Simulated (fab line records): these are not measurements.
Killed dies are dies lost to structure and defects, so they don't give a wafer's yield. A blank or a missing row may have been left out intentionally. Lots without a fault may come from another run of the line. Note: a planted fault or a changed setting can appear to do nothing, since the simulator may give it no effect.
Matching of chambers	flow n5-finfet	N5_DUMMY_GATE_ETCH_23 on rie-si-01: 4 sister chambers
The step etches poly-Si in HBr/Cl2/O2, target depth 41 nm, time 22.3 s. 8 wafers are shown with their chamber, then 11 later ones without.

WAFERS WITH THEIR CHAMBER
wafer	chamber	throttle-valve-pct (%)	drypump-motor-current-A (A)
L081.2	1	37.4	6.6
L082.2	1	37.4	6.7
L082.5	2	37.7	6.0
L082.6	3	37.4	6.3
L084.1	2	37.7	6.0
L084.4	0	37.3	6.3
L084.6	0	37.2	6.3
L085.1	3	37.4	6.3

WAFERS WHOSE CHAMBER IS MISSING
wafer	throttle-valve-pct (%)	drypump-motor-current-A (A)
L085.2	37.7	6.0
L085.3	37.3	6.3
L087.2	37.4	6.7
L087.3	37.3	6.3
L087.4	37.7	6.1
L092.1	37.4	6.4
L092.2	37.4	6.7
L092.3	37.2	6.3
L092.4	37.7	6.0
L092.5	37.4	6.6
L092.6	37.7	6.0

THE CHAMBER EACH PASSED THROUGH
wafer	from the rows above	in truth
L085.2	2	2
L085.3	can't be placed: 0 or 3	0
L087.2	1	1
L087.3	can't be placed: 0 or 3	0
L087.4	2	2
L092.1	3	3
L092.2	1	1
L092.3	0	0
L092.4	2	2
L092.5	1	1
L092.6	2	2
Correct placement for 9 of the 11. Unplaceable from these rows: 2, with the true chamber sitting among the candidates in 2. Number placed wrongly: 0.
How it was worked out, from the rows above alone: a wafer's distance from a chamber is the root of the sum, over the readings, of the square of ((its reading less the chamber's mean) divided by the reading's scatter). The wafer belongs to the nearest chamber; if the next one is less than 2 further off, it can't be placed. The mean given for a chamber averages the wafers shown for that chamber. The scatter: take each reading less its chamber's mean, square it, sum over the shown wafers, divide by the number of wafers less the number of chambers, and take the root.
